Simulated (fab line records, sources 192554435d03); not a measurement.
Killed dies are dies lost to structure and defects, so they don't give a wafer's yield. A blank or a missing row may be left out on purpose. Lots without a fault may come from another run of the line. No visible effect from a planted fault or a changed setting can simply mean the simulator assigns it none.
Split-lot study | flow n5_finfet | 7 lots, 39 wafers read, on a route of 1938 steps

## ABOUT THE SPLIT
At N5_BEOL_M9_ETCH_62 (etches SOC in N2/H2, target depth 110 nm, overetch 22 nm, time 165 s), the setting time_s was moved away from the recipe's 165 s on 6 of the 39 wafers read, by -38.3% to -37.6%. This setting was run at the recipe's value on the other wafers.

## FROM THE SPLIT TO THE READING: what the file shows between them, 6 steps
- N5_BEOL_M9_STRIP_68: strips in N2/H2
- N5_BEOL_M9_STRIP_67: strips in CF4
- N5_BEOL_M9_HM_OPEN_17: chemistry Cl2/BCl3, target TiN, target depth 20 nm, overetch 6 nm
- N5_BEOL_M9_STRIP_19: strips in O2
- N5_BEOL_M9_STRIP_69: strips in N2/H2
- N5_BEOL_M9_STRIP_77: strips in N2/H2

## THE READING
oes_product_au, in a.u., at N5_BEOL_M9_VIA_ETCH_34 (etches SiCOH lowk in C4F6/O2, target depth 182.4 nm, time 68.4 s). On this fab line, fault-free wafers typically give 0.77 a.u. with a standard deviation of 0.094 a.u.

wafer  | tool, chamber at the split | time_s as run, s | against the recipe | oes_product_au, a.u. | against lot-mates on the recipe
L077.1 | rie_diel-06, 0             | 165              | recipe             | 0.69                 | -
L077.2 | rie_diel-06, 2             | 102.9            | -37.6%             | 0.27                 | -0.49
L077.3 | rie_diel-06, 1             | 102.9            | -37.6%             | 0.26                 | -0.50
L077.4 | rie_diel-06, 0             | 165              | recipe             | 0.89                 | -
L077.5 | rie_diel-06, 1             | 165              | recipe             | 0.69                 | -
L077.6 | rie_diel-06, 2             | 102.9            | -37.6%             | 0.27                 | -0.49
L078.1 | rie_diel-06, 1             | 165              | recipe             | 0.69                 | -
L078.2 | rie_diel-06, 2             | 165              | recipe             | 0.71                 | -
L078.3 | rie_diel-06, 0             | 165              | recipe             | 0.69                 | -
L078.4 | rie_diel-06, 3             | 165              | recipe             | 0.90                 | -
L078.5 | rie_diel-06, 0             | 165              | recipe             | 0.70                 | -
L078.6 | rie_diel-06, 1             | 165              | recipe             | 0.72                 | -
L085.1 | rie_diel-01, 0             | 165              | recipe             | 0.68                 | -
L085.2 | rie_diel-01, 1,3           | 165              | recipe             | 0.68                 | -
L085.3 | rie_diel-01, 2             | 165              | recipe             | 0.85                 | -
L085.4 | rie_diel-01, 1,3           | 165              | recipe             | 0.70                 | -
L085.5 | rie_diel-01, 0             | 165              | recipe             | 0.70                 | -
L085.6 | rie_diel-01, 3             | 165              | recipe             | 0.68                 | -
L092.1 | rie_diel-01, 3             | 165              | recipe             | 0.77                 | -
L092.2 | rie_diel-01, 1             | 165              | recipe             | 0.83                 | -
L092.3 | rie_diel-01, 0             | 165              | recipe             | 0.68                 | -
L092.4 | rie_diel-01, 2             | 165              | recipe             | 0.68                 | -
L092.5 | rie_diel-01, 2             | 165              | recipe             | 0.83                 | -
L092.6 | rie_diel-01, 3             | 165              | recipe             | 0.78                 | -
L093.3 | rie_diel-01, 1             | 165              | recipe             | 0.68                 | -
L093.4 | rie_diel-01, 2             | 165              | recipe             | 0.82                 | -
L093.5 | rie_diel-01, 3             | 165              | recipe             | 0.82                 | -
L096.1 | rie_diel-06, 2             | 165              | recipe             | 0.85                 | -
L096.2 | rie_diel-06, 0             | 101.8            | -38.3%             | 0.36                 | -0.47
L096.3 | rie_diel-06, 1             | 101.8            | -38.3%             | 0.25                 | -0.58
L096.4 | rie_diel-06, 3             | 101.8            | -38.3%             | 0.31                 | -0.52
L096.5 | rie_diel-06, 1             | 165              | recipe             | 0.67                 | -
L096.6 | rie_diel-06, 2             | 165              | recipe             | 0.98                 | -
L086.1 | rie_diel-01, 2             | 165              | recipe             | 0.92                 | -
L086.2 | rie_diel-01, 1             | 165              | recipe             | 0.72                 | -
L086.3 | rie_diel-01, 0,3           | 165              | recipe             | 0.71                 | -
L086.4 | rie_diel-01, 0,3           | 165              | recipe             | 0.90                 | -
L086.5 | rie_diel-01, 0             | 165              | recipe             | 0.90                 | -
L086.6 | rie_diel-01, 3             | 165              | recipe             | 0.71                 | -
Rows listing several chambers each stand for several wafers; the file does not say which wafer went through which chamber.

THE FIT
A straight line over all 39 wafers: oes_product_au changes by +0.0126 a.u. for each +1% of time_s; r = +0.90; the points scatter about the line by 0.087 a.u.
The same after taking each lot's own level away (the mean of its wafers on the recipe; 39 wafers): +0.0134 a.u. for each +1%; r = +0.92; scatter 0.079 a.u.
On that fit, the largest move of time_s shifts the reading by 0.51 a.u.
Measured against the standard deviation above, the lots' own levels, which go from 0.715 to 0.833 a.u., span 1.3 times it.
Consequently the slope shifts little with the lot-to-lot level, the two slopes agreeing.
Check: for one of the wafers moved furthest among these (-38.3%), held out of the fit, the line's prediction against its lot-mates is -0.521 a.u. It came out at -0.473 a.u. against them.

## THESE WAFERS: OTHER SPLITS
Other splits were also applied to these wafers ahead of the reading. Each is held against what the fit with the lots' levels taken away leaves over:
other split on the same wafers | wafers away from the commonest value | r with oes_product_au (lot level and that fit taken away)
N5_BEOL_M5_DEP_56 target_thk_a | 12                                   | +0.09

## THE WHOLE CHAIN: every reading that the file lists as answering this split, in the file's order
step                   | what it does                                                         | reading                                                                          | change (the file's fit)                  | r (the file's)
N5_BEOL_M9_ETCH_62     | etches SOC in N2/H2, target depth 110 nm, overetch 22 nm, time 165 s | etch.depth_nm (the simulator's own value, which no gauge read)                   | +0.513 nm for each +1% of the setting    | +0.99
N5_BEOL_M9_ETCH_62     | etches SOC in N2/H2, target depth 110 nm, overetch 22 nm, time 165 s | SiARC_of_BEOL_M9_COAT_60.thk_nm (the simulator's own value, which no gauge read) | -0.0641 nm for each +1% of the setting   | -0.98
N5_BEOL_M9_HM_OPEN_17  | chemistry Cl2/BCl3, target TiN, target depth 20 nm, overetch 6 nm    | oes_product_au                                                                   | +0.0096 a.u. for each +1% of the setting | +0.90
N5_BEOL_M9_VIA_ETCH_34 | etches SiCOH lowk in C4F6/O2, target depth 182.4 nm, time 68.4 s     | oes_product_au                                                                   | +0.0134 a.u. for each +1% of the setting | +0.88

## THE FILE'S OWN FIT
oes_product_au changes by +0.0134 a.u. for each +1% of time_s, r = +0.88.
